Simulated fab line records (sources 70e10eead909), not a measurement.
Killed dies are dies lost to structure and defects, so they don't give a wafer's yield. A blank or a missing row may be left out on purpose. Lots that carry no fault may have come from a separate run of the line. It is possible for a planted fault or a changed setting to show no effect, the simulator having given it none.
Chamber matching | flow nandHarc | NHARC_A_STAIRCASE_DEP_325 on pecvd-04 has 3 sister chambers
The step deposits SiO2, target thk 3800 nm. 3 wafers are shown with their chamber, then 12 later ones without.

EACH WAFER AND ITS CHAMBER
wafer  | chamber | heaterPowerW (W)
L086.4 | 0       | 561
L091.4 | 1       | 754
L091.6 | 2       | 509

WAFERS WITHOUT THEIR CHAMBER
wafer  | heaterPowerW (W)
L093.2 | 570
L093.3 | 622
L093.4 | 774
L097.3 | 673
L097.4 | 763
L097.6 | 507
L096.1 | 648
L096.2 | 925
L096.6 | 783
L096.3 | 657
L096.4 | 513
L096.5 | 545

WHICH CHAMBER EACH WENT THROUGH
wafer  | from the rows above          | in truth
L093.2 | can't be placed: 0 or 2      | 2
L093.3 | can't be placed: 0 or 2 or 1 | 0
L093.4 | 1                            | 1
L097.3 | can't be placed: 1 or 0 or 2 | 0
L097.4 | 1                            | 1
L097.6 | can't be placed: 2 or 0      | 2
L096.1 | can't be placed: 0 or 1 or 2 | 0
L096.2 | 1                            | 1
L096.6 | 1                            | 1
L096.3 | can't be placed: 0 or 1 or 2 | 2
L096.4 | can't be placed: 2 or 0      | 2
L096.5 | can't be placed: 0 or 2      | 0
Correct placement for 4 of the 12. From these rows, 8 cannot be placed; in 8 the true chamber is one of the candidates. Wrongly placed: 0.
How it was worked out, from the rows above alone: a wafer's distance from a chamber is the root of the sum, over the readings, of the square of ((its reading less the chamber's mean) divided by the reading's scatter). The wafer belongs to the nearest chamber; if the next one is less than 2 further off, it can't be placed. A chamber's mean is the mean of its shown wafers. The scatter: root of mean squared gap, hidden wafer to nearest shown wafer, with one shown wafer a chamber.
